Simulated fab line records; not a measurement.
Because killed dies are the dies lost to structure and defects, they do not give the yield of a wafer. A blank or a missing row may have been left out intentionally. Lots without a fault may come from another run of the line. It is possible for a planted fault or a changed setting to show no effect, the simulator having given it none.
The tool behind it: which one? / flow n5Finfet / Sampling: 10 lots, 30 wafers, 3 of 1938 route steps

## WHAT THE GAUGES SHOWED, per wafer
N5_BEOL_M0_CUTY_OVL_MEAS_58.
lot=L075; measured=day 6 07:25; on=overlay-02; M0_ABLK_OVL (nm)=1.9 1.7 1.1
lot=L077; measured=day 6 13:25; on=overlay-01; M0_ABLK_OVL (nm)=1.0 0.4 0.5
lot=L079; measured=day 7 00:43; on=overlay-02; M0_ABLK_OVL (nm)=0.7 0.1 1.0
lot=L081; measured=day 8 01:20; on=overlay-01; M0_ABLK_OVL (nm)=2.1 0.4 1.6
lot=L085; measured=day 10 15:55; on=overlay-02; M0_ABLK_OVL (nm)=1.2 0.5 0.7
lot=L088; measured=day 10 17:14; on=overlay-01; M0_ABLK_OVL (nm)=-0.1 -0.9 1.0
lot=L090; measured=day 12 01:13; on=overlay-02; M0_ABLK_OVL (nm)=-0.1 -0.8 1.3
lot=L093; measured=day 12 02:29; on=overlay-02; M0_ABLK_OVL (nm)=0.8 0.1 1.1
lot=L095; measured=day 13 07:32; on=overlay-01; M0_ABLK_OVL (nm)=0.6 1.4 1.8
lot=L097; measured=day 13 08:59; on=overlay-01; M0_ABLK_OVL (nm)=0.4 0.1 -0.4

## WHICH TOOL RAN EACH LOT (tool, then ch and the chambers of the sampled wafers, then the start)
lot=L075; N5_BEOL_M0_SAQP_CUT_ETCH_46=rieDiel-03 ch 0,2,3, day 6 06:10; N5_BEOL_M0_SAQP_ETCH_49=rieDiel-02 ch 0,2,3, day 6 06:54
lot=L077; N5_BEOL_M0_SAQP_CUT_ETCH_46=rieDiel-05 ch 1,3, day 6 12:00; N5_BEOL_M0_SAQP_ETCH_49=rieDiel-02 ch 0,1,3, day 6 12:53
lot=L079; N5_BEOL_M0_SAQP_CUT_ETCH_46=rieDiel-05 ch 0,2,3, day 6 23:28; N5_BEOL_M0_SAQP_ETCH_49=rieDiel-02 ch 0,1,2, day 7 00:11
lot=L081; N5_BEOL_M0_SAQP_CUT_ETCH_46=rieDiel-03 ch 0,1,2, day 8 00:07; N5_BEOL_M0_SAQP_ETCH_49=rieDiel-03 ch 1,3, day 8 00:56
lot=L085; N5_BEOL_M0_SAQP_CUT_ETCH_46=rieDiel-03 ch 1,2,3, day 10 14:19; N5_BEOL_M0_SAQP_ETCH_49=rieDiel-03 ch 0,2, day 10 15:23
lot=L088; N5_BEOL_M0_SAQP_CUT_ETCH_46=rieDiel-02 ch 1,3, day 10 15:01; N5_BEOL_M0_SAQP_ETCH_49=rieDiel-05 ch 1,2, day 10 16:47
lot=L090; N5_BEOL_M0_SAQP_CUT_ETCH_46=rieDiel-05 ch 0,1, day 11 23:27; N5_BEOL_M0_SAQP_ETCH_49=rieDiel-02 ch 1,2, day 12 00:41
lot=L093; N5_BEOL_M0_SAQP_CUT_ETCH_46=rieDiel-03 ch 0,1,2, day 12 00:44; N5_BEOL_M0_SAQP_ETCH_49=rieDiel-02 ch 0,2, day 12 01:58
lot=L095; N5_BEOL_M0_SAQP_CUT_ETCH_46=rieDiel-03 ch 0,1,2, day 13 06:07; N5_BEOL_M0_SAQP_ETCH_49=rieDiel-05 ch 0,1,2, day 13 07:01
lot=L097; N5_BEOL_M0_SAQP_CUT_ETCH_46=rieDiel-05 ch 0,1,2, day 13 07:40; N5_BEOL_M0_SAQP_ETCH_49=rieDiel-05 ch 0,1,2, day 13 08:28
- N5_BEOL_M0_SAQP_CUT_ETCH_46: etches SOC in N2/H2, target depth 135 nm, overetch 27 nm, time 202.5 s.
- N5_BEOL_M0_SAQP_ETCH_49: etches SiO2 in CF4/O2, target depth 37 nm.

## THE ANSWER, worked out from the rows above alone
Rule: the usual values come from the lots themselves. The widest of any qualifying gaps counts: lots, ordered by their means at a reading, are off when they make up no more than a third of the lots, leave a main group of 4 or more, and stand apart from it by 3 or more times the standard deviation of that group's means. A main group is skipped when, at the precision printed for the reading in the tables above, its means are all equal. Also off: a lot with no number at a reading for which 4 or more lots have one. Any other lot the step has rows for is counted as sound.
Across all readings shown, no lot is off: no conclusion can be drawn from this.

## WHAT WAS PUT IN BY THE SIMULATOR
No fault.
